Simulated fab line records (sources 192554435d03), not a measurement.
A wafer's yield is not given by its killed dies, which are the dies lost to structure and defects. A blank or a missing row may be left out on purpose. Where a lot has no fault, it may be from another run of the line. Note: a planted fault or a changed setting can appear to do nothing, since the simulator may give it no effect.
Which tool did it? || flow n5 finfet || Sampling: 9 lots, 27 wafers, 5 of 1938 route steps

## WHAT EACH GAUGE READ, for each wafer
N5_BEOL_M4_RC_MEAS_101.
{"lot": "L426", "measured": "day 9 11:10", "on": "prober-01", "DIBL_N (mV/V)": "39.2 37.5 33.2"}
{"lot": "L428", "measured": "day 10 02:23", "on": "prober-02", "DIBL_N (mV/V)": "37.3 33.2 34.2"}
{"lot": "L430", "measured": "day 9 15:41", "on": "prober-02", "DIBL_N (mV/V)": "36.5 34.4 33.4"}
{"lot": "L434", "measured": "day 10 22:46", "on": "prober-01", "DIBL_N (mV/V)": "36.2 36.9 35.3"}
{"lot": "L436", "measured": "day 11 17:17", "on": "prober-02", "DIBL_N (mV/V)": "34.1 33.8 33.7"}
{"lot": "L442", "measured": "day 13 03:19", "on": "prober-01", "DIBL_N (mV/V)": "39.2 35.6 38.9"}
{"lot": "L445", "measured": "day 13 09:16", "on": "prober-02", "DIBL_N (mV/V)": "41.3 35.1 36.6"}
{"lot": "L447", "measured": "day 14 14:19", "on": "prober-02", "DIBL_N (mV/V)": "38.1 35.2 35.7"}
{"lot": "L449", "measured": "day 14 16:10", "on": "prober-01", "DIBL_N (mV/V)": "37.0 36.8 38.7"}

## EACH LOT AND THE TOOL THAT RAN IT (in order: tool; ch and the chambers of the sampled wafers; start)
{"lot": "L426", "N5_DUMMY_GATE_ETCH_44": "rie si-04 ch 0,2,3, day 3 03:54", "N5_SPACER0_ALD_07": "ald sin-04 ch 0,2,3, day 3 04:20", "N5_SD_EPI_N_ETCHBACK_44": "rie diel-05 ch 0,1,2, day 3 05:48", "N5_SD_EPI_N_VAPOR_ETCH_50": "epi rpcvd-04 ch 0, day 3 06:55"}
{"lot": "L428", "N5_DUMMY_GATE_ETCH_44": "rie si-01 ch 0,2,3, day 3 15:44", "N5_SPACER0_ALD_07": "ald sin-01 ch 0,3, day 3 16:10", "N5_SD_EPI_N_ETCHBACK_44": "rie diel-04 ch 1,2,3, day 3 17:44", "N5_SD_EPI_N_VAPOR_ETCH_50": "epi rpcvd-02 ch 0, day 3 18:50"}
{"lot": "L430", "N5_DUMMY_GATE_ETCH_44": "rie si-03 ch 1,3, day 4 01:45", "N5_SPACER0_ALD_07": "ald sin-01 ch 0,1,3, day 4 02:11", "N5_SD_EPI_N_ETCHBACK_44": "rie diel-02 ch 0,1,2, day 4 03:39", "N5_SD_EPI_N_VAPOR_ETCH_50": "epi rpcvd-02 ch 0, day 4 04:44"}
{"lot": "L434", "N5_DUMMY_GATE_ETCH_44": "rie si-04 ch 1,2, day 5 00:23", "N5_SPACER0_ALD_07": "ald sin-04 ch 0,1, day 5 00:49", "N5_SD_EPI_N_ETCHBACK_44": "rie diel-04 ch 0,2,3, day 5 02:10", "N5_SD_EPI_N_VAPOR_ETCH_50": "epi rpcvd-04 ch 0, day 5 03:19"}
{"lot": "L436", "N5_DUMMY_GATE_ETCH_44": "rie si-04 ch 1,2, day 5 10:55", "N5_SPACER0_ALD_07": "ald sin-04 ch 0,2, day 5 11:22", "N5_SD_EPI_N_ETCHBACK_44": "rie diel-02 ch 0,2,3, day 5 12:43", "N5_SD_EPI_N_VAPOR_ETCH_50": "epi rpcvd-01 ch 0, day 5 13:55"}
{"lot": "L442", "N5_DUMMY_GATE_ETCH_44": "rie si-01 ch 1,2,3, day 6 22:25", "N5_SPACER0_ALD_07": "ald sin-04 ch 0,1,3, day 6 22:51", "N5_SD_EPI_N_ETCHBACK_44": "rie diel-04 ch 0,3, day 7 00:12", "N5_SD_EPI_N_VAPOR_ETCH_50": "epi rpcvd-04 ch 0, day 7 01:29"}
{"lot": "L445", "N5_DUMMY_GATE_ETCH_44": "rie si-01 ch 0,1, day 7 16:23", "N5_SPACER0_ALD_07": "ald sin-04 ch 0,1,2, day 7 16:53", "N5_SD_EPI_N_ETCHBACK_44": "rie diel-04 ch 0,2,3, day 7 18:29", "N5_SD_EPI_N_VAPOR_ETCH_50": "epi rpcvd-01 ch 0, day 7 19:58"}
{"lot": "L447", "N5_DUMMY_GATE_ETCH_44": "rie si-04 ch 1,2, day 8 06:51", "N5_SPACER0_ALD_07": "ald sin-01 ch 0,2,3, day 8 08:02", "N5_SD_EPI_N_ETCHBACK_44": "rie diel-02 ch 0,1, day 8 09:30", "N5_SD_EPI_N_VAPOR_ETCH_50": "epi rpcvd-02 ch 0, day 8 10:35"}
{"lot": "L449", "N5_DUMMY_GATE_ETCH_44": "rie si-01 ch 1,2,3, day 8 17:32", "N5_SPACER0_ALD_07": "ald sin-04 ch 0,1,2, day 8 18:22", "N5_SD_EPI_N_ETCHBACK_44": "rie diel-02 ch 1,2, day 8 19:43", "N5_SD_EPI_N_VAPOR_ETCH_50": "epi rpcvd-02 ch 0, day 8 20:52"}
- N5_DUMMY_GATE_ETCH_44: etches poly-Si in HBr/O2, stops on SiO2, target depth 127.5 nm.
- N5_SPACER0_ALD_07: deposits SiNx, target thk 2 nm.
- N5_SD_EPI_N_ETCHBACK_44: etches SiNx in CH3F/O2, stops on SiO2, target depth 14.5 nm.
- N5_SD_EPI_N_VAPOR_ETCH_50: etches Si in HCl, time 54 s.

## THE ANSWER, worked out from the rows above alone
Rule: the lots themselves supply what counts as usual. The widest of any qualifying gaps counts: lots, ordered by their means at a reading, are off when they make up no more than a third of the lots, leave a main group of 4 or more, and stand apart from it by 3 or more times the standard deviation of that group's means. A main group is skipped when, at the precision printed for the reading in the tables above, its means are all equal. A lot without any number at a reading at which 4 lots or more have one is off too. All remaining lots with rows at the step are treated as sound.
No lot is off on any of the readings shown, so nothing can be concluded from this.

## WHAT THE SIMULATOR HAD PUT IN
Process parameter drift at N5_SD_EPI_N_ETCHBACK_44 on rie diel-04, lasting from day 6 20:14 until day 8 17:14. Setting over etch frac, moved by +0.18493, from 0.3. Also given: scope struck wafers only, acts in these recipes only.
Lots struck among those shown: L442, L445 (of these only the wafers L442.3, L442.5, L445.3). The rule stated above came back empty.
